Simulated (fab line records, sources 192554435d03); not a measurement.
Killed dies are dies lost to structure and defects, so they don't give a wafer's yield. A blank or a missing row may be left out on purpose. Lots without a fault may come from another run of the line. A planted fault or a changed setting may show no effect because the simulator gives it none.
Chamber matching | flow n5_finfet | N5_BEOL_M0_SAQP_PECVD_03 on pecvd-01: 3 sister chambers
The step deposits SiCN from 3MS/NH3, target thk 12 nm, time 21.1 s. 3 wafers are shown with their chamber, then 12 later ones without.

WAFERS WITH THEIR CHAMBER
wafer  | chamber | showerhead_plenum_p_Torr (Torr)
L079.1 | 1       | 3.665
L080.2 | 0       | 3.673
L080.5 | 2       | 3.622

WAFERS WITHOUT THEIR CHAMBER
wafer  | showerhead_plenum_p_Torr (Torr)
L094.1 | 3.655
L094.5 | 3.651
L094.6 | 3.680
L096.1 | 3.664
L096.2 | 3.627
L096.3 | 3.675
L096.4 | 3.666
L096.5 | 3.645
L096.6 | 3.675
L097.2 | 3.638
L097.3 | 3.658
L097.5 | 3.632

WHICH CHAMBER EACH WENT THROUGH
wafer  | from the rows above          | in truth
L094.1 | can't be placed: 1 or 0      | 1
L094.5 | can't be placed: 1 or 0 or 2 | 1
L094.6 | can't be placed: 0 or 1      | 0
L096.1 | can't be placed: 1 or 0      | 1
L096.2 | 2                            | 2
L096.3 | can't be placed: 0 or 1      | 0
L096.4 | can't be placed: 1 or 0      | 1
L096.5 | can't be placed: 1 or 2 or 0 | 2
L096.6 | can't be placed: 0 or 1      | 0
L097.2 | can't be placed: 2 or 1 or 0 | 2
L097.3 | can't be placed: 1 or 0      | 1
L097.5 | 2                            | 2
Placed correctly: 2 of 12. Can't be placed from these rows: 10 (the true chamber is among the candidates in 10). Placed wrongly: 0.
How it was worked out, from the rows above alone: a wafer's distance from a chamber is the root of the sum, over the readings, of the square of ((its reading less the chamber's mean) divided by the reading's scatter). The wafer belongs to the nearest chamber; if the next one is less than 2 further off, it can't be placed. A chamber's mean is the mean of its shown wafers. The scatter: with one shown wafer a chamber, the root of the mean of the squares of how far each hidden wafer lies from its nearest shown one.
